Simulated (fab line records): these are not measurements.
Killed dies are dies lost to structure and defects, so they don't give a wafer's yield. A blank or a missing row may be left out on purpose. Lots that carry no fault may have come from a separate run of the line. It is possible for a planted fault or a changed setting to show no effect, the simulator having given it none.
The tool behind it: which one? -- flow n5_finfet -- 10 lots, 30 wafers sampled, at 6 steps of a route of 1938

== WHAT EACH GAUGE READ, for each wafer ==
N5_MOL_CONTACT_COAG_INSPECT_57: inspects for defects (brightfield). Usual: raw_defect_count 182, standard deviation 51.
lot,measured,on,raw_defect_count,flag
L653,day 5 04:49,defect_inspect-02,194 171 133,
L655,day 5 16:26,defect_inspect-01,195 236 157,
L661,day 7 00:41,defect_inspect-01,1078 983 1066,OFF
L664,day 7 20:46,defect_inspect-01,976 910 1040,OFF
L665,day 8 06:17,defect_inspect-01,1092 1120 1106,OFF
L667,day 8 15:02,defect_inspect-01,157 266 149,
L670,day 9 11:45,defect_inspect-02,236 194 208,
L673,day 10 02:17,defect_inspect-01,146 117 129,
L674,day 10 04:16,defect_inspect-01,139 155 130,
L675,day 10 17:52,defect_inspect-02,229 167 113,

N5_BEOL_M4_RC_MEAS_101. Usual: DIBL_N 36.3 mV/V, standard deviation 1.8; DIBL_P 36.5 mV/V, standard deviation 2.1; IOFF_N 0.16 nA/um, standard deviation 0.031; IOFF_P 0.22 nA/um, standard deviation 0.038; ION_N 677 uA/um, standard deviation 12; ION_P 466 uA/um, standard deviation 7.8; SS_N 71.5 mV/dec, standard deviation 0.61; SS_P 73.2 mV/dec, standard deviation 0.7; VT_N 249 mV, standard deviation 3; VT_P -248.9 mV, standard deviation 3.
lot,measured,on,DIBL_N (mV/V),DIBL_P (mV/V),IOFF_N (nA/um),IOFF_P (nA/um),ION_N (uA/um),ION_P (uA/um),SS_N (mV/dec),SS_P (mV/dec),VT_N (mV),VT_P (mV),flag
L653,day 8 19:02,prober-02,34.6 36.4 34.8,35.1 37.0 34.2,0.14 0.17 0.13,0.22 0.24 0.21,676 682 662,472 474 464,71.2 70.5 71.4,73.5 73.3 72.3,251 246 252,-245.7 -246.0 -249.5,
L655,day 9 08:14,prober-02,38.2 36.2 39.2,38.6 36.3 38.9,0.20 0.17 0.22,0.24 0.20 0.27,693 688 691,464 462 466,72.0 71.4 72.4,73.6 72.0 73.8,247 250 244,-246.9 -250.2 -246.2,
L661,day 10 10:07,prober-02,36.3 34.8 38.2,36.3 34.0 39.1,0.14 0.12 0.18,0.18 0.15 0.22,665 664 693,455 455 465,71.3 71.0 70.9,73.1 72.9 74.1,252 256 249,-255.5 -258.4 -252.0,
L664,day 11 08:43,prober-02,35.6 35.2 36.9,34.6 34.5 36.5,0.15 0.15 0.18,0.21 0.21 0.25,664 675 675,460 466 463,70.8 70.6 71.5,72.6 73.3 73.8,251 250 248,-247.7 -248.2 -245.0,
L665,day 11 09:18,prober-01,37.9 34.4 35.5,38.5 33.2 34.8,0.17 0.11 0.13,0.26 0.18 0.20,681 655 670,468 456 465,71.8 70.1 70.9,73.0 71.7 72.9,249 257 253,-246.4 -253.3 -249.0,
L667,day 12 03:03,prober-02,36.2 35.5 39.4,36.2 36.1 40.5,0.15 0.15 0.21,0.23 0.22 0.32,666 679 687,464 474 479,71.3 71.7 71.9,73.1 73.5 73.8,252 247 244,-248.3 -250.4 -243.2,
L670,day 12 17:38,prober-01,35.2 35.4 36.0,34.0 34.4 35.0,0.14 0.14 0.16,0.20 0.20 0.22,668 670 685,466 470 478,71.4 70.9 71.8,72.5 72.0 72.4,251 250 248,-248.6 -248.9 -248.1,
L673,day 13 12:35,prober-02,33.1 34.5 35.5,33.0 34.4 35.7,0.12 0.14 0.16,0.19 0.21 0.23,661 685 669,466 470 469,70.7 70.8 70.9,71.9 73.4 72.7,255 251 248,-247.7 -247.6 -248.0,
L674,day 13 19:41,prober-02,32.2 32.5 33.8,32.2 32.5 33.8,0.10 0.11 0.12,0.15 0.15 0.17,641 671 650,449 462 453,70.8 70.4 70.7,72.1 72.4 72.5,256 255 253,-254.0 -252.8 -252.0,
L675,day 14 04:28,prober-01,36.1 36.2 36.2,36.8 36.5 37.3,0.17 0.16 0.16,0.23 0.23 0.25,682 682 683,469 475 467,71.8 71.7 71.4,73.2 72.9 73.1,248 248 249,-249.1 -246.7 -244.5,

== WHAT TOOL EACH LOT RAN ON (gives the tool, then ch and the chambers of the sampled wafers, and finally the start) ==
lot,N5_MOL_CONTACT_COAG_PRE_CLEAN_141,N5_MOL_CONTACT_COAG_PRE_CLEAN_142,N5_MOL_CONTACT_COAG_PECVD_31,N5_MOL_CONTACT_COAG_ETCHBACK_132
L653,"pvd_sputter-01, day 4 21:44","pvd_sputter-01, day 5 00:49","pecvd-03 ch 0,1,2, day 5 04:23","rie_diel-02 ch 0,3, day 5 05:26"
L655,"pvd_sputter-03, day 5 08:20","pvd_sputter-03, day 5 11:52","pecvd-02 ch 0,1,2, day 5 15:53","rie_diel-02 ch 2,3, day 5 16:50"
L661,"pvd_sputter-02, day 6 18:21","pvd_sputter-01, day 6 20:26","pecvd-02 ch 0,1,2, day 7 00:08","rie_diel-02 ch 0,2,3, day 7 01:04"
L664,"pvd_sputter-02, day 7 13:44","pvd_sputter-03, day 7 15:59","pecvd-02 ch 0,2, day 7 20:13","rie_diel-01 ch 0,1,2, day 7 21:07"
L665,"pvd_sputter-02, day 7 20:58","pvd_sputter-03, day 8 01:01","pecvd-02 ch 0,1,2, day 8 05:52","rie_diel-02 ch 0,2,3, day 8 06:52"
L667,"pvd_sputter-03, day 8 07:55","pvd_sputter-02, day 8 10:42","pecvd-04 ch 0,1, day 8 14:37","rie_diel-02 ch 1,3, day 8 15:26"
L670,"pvd_sputter-02, day 9 05:13","pvd_sputter-01, day 9 07:42","pecvd-03 ch 0,1, day 9 11:11","rie_diel-05 ch 1,3, day 9 13:09"
L673,"pvd_sputter-03, day 9 19:38","pvd_sputter-02, day 9 21:36","pecvd-04 ch 0,1, day 10 01:52","rie_diel-01 ch 0,1,2, day 10 02:40"
L674,"pvd_sputter-01, day 9 20:44","pvd_sputter-02, day 10 00:22","pecvd-04 ch 1,2, day 10 03:50","rie_diel-02 ch 0,1,2, day 10 04:46"
L675,"pvd_sputter-03, day 10 09:34","pvd_sputter-01, day 10 12:47","pecvd-03 ch 0,2, day 10 17:19","rie_diel-01 ch 1,2, day 10 18:19"
- N5_MOL_CONTACT_COAG_PRE_CLEAN_141: time 60 s.
- N5_MOL_CONTACT_COAG_PRE_CLEAN_142: time 60 s.
- N5_MOL_CONTACT_COAG_PECVD_31: deposits SiO2 from TEOS/O2, target thk 46 nm, time 8.9 s.
- N5_MOL_CONTACT_COAG_ETCHBACK_132: etches SiO2 in CHF3, target depth 10 nm, time 6.7 s.

== AS READ BY THE TOOLS THEMSELVES (means over the sampled wafers that have a number; for cases with no such wafer, the mark the record gives instead) ==
N5_MOL_CONTACT_COAG_PRE_CLEAN_141. Usual: heater_power_w 459 W, standard deviation 48.
lot,tool,heater_power_w (W),flag
L653,pvd_sputter-01,474,
L655,pvd_sputter-03,432,
L661,pvd_sputter-02,435,
L664,pvd_sputter-02,414,
L665,pvd_sputter-02,435,
L667,pvd_sputter-03,469,
L670,pvd_sputter-02,447,
L673,pvd_sputter-03,452,
L674,pvd_sputter-01,497,
L675,pvd_sputter-03,414,

N5_MOL_CONTACT_COAG_PRE_CLEAN_142. Usual: heater_power_w 465 W, standard deviation 46.
lot,tool,heater_power_w (W),flag
L653,pvd_sputter-01,511,
L655,pvd_sputter-03,451,
L661,pvd_sputter-01,464,
L664,pvd_sputter-03,458,
L665,pvd_sputter-03,444,
L667,pvd_sputter-02,409,
L670,pvd_sputter-01,494,
L673,pvd_sputter-02,447,
L674,pvd_sputter-02,424,
L675,pvd_sputter-01,463,

N5_MOL_CONTACT_COAG_ETCHBACK_132. Usual: chamber_pressure_mTorr 30.00 mTorr, standard deviation 0.036; drypump_motor_current_A 6.0 A, standard deviation 0.49; oes_product_au 0.80 a.u., standard deviation 0.092; rf_vpp_V 526 V, standard deviation 8.6; showerhead_plenum_p_Torr 2.43 Torr, standard deviation 0.084; throttle_valve_pct 18.62 %, standard deviation 0.21.
lot,tool,chamber_pressure_mTorr (mTorr),drypump_motor_current_A (A),oes_product_au (a.u.),rf_vpp_V (V),showerhead_plenum_p_Torr (Torr),throttle_valve_pct (%),flag
L653,rie_diel-02,30.00,6.1,0.80,529,2.49,18.51,
L655,rie_diel-02,30.01,5.9,0.92,521,2.49,18.69,
L661,rie_diel-02,30.02,6.0,0.82,527,2.46,18.59,
L664,rie_diel-01,30.02,5.9,0.76,528,2.39,18.75,
L665,rie_diel-02,30.01,6.0,0.81,526,2.46,18.61,
L667,rie_diel-02,30.01,6.2,0.90,522,2.53,18.63,
L670,rie_diel-05,29.98,6.3,0.71,516,2.29,18.61,
L673,rie_diel-01,30.01,5.9,0.74,529,2.38,18.79,
L674,rie_diel-02,30.01,6.1,0.79,532,2.45,18.48,
L675,rie_diel-01,29.98,5.3,0.73,523,2.34,18.75,

== THE ANSWER, worked out from the rows above alone ==
Rule: take the mean of a lot's wafers that have a number; if it is more than 3 standard deviations from the usual mean, the lot is off. A lot without any number at a reading at which 4 lots or more have one is off too. All remaining lots with rows at the step are treated as sound. The gauges are gone through in route order, then the tools' own readings, and for those a lot's mean is taken as printed above. The first step at which some lot is off is used, and at that step the reading that is off furthest; a lot without a number counts as furthest.
Off: L661, L664, L665 (N5_MOL_CONTACT_COAG_INSPECT_57, raw_defect_count).
If a tool, at a process step before that reading, ran all the lots that are off and no sound lot after the first of them, it fits. The gauges at N5_MOL_CONTACT_COAG_INSPECT_57 are tried like those tools. One candidate fits, namely pecvd-02 at N5_MOL_CONTACT_COAG_PECVD_31. Its last sound lot is L655 (day 5 15:53), its first lot that is off L661 (day 7 00:08): a fault that began between those two fits.

== WHAT HAD BEEN PUT IN BY THE SIMULATOR ==
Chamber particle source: pecvd-02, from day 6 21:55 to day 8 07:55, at N5_MOL_CONTACT_COAG_PECVD_31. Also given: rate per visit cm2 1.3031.
Shown lots that were struck: L661, L664, L665. The same result came from the rule above.
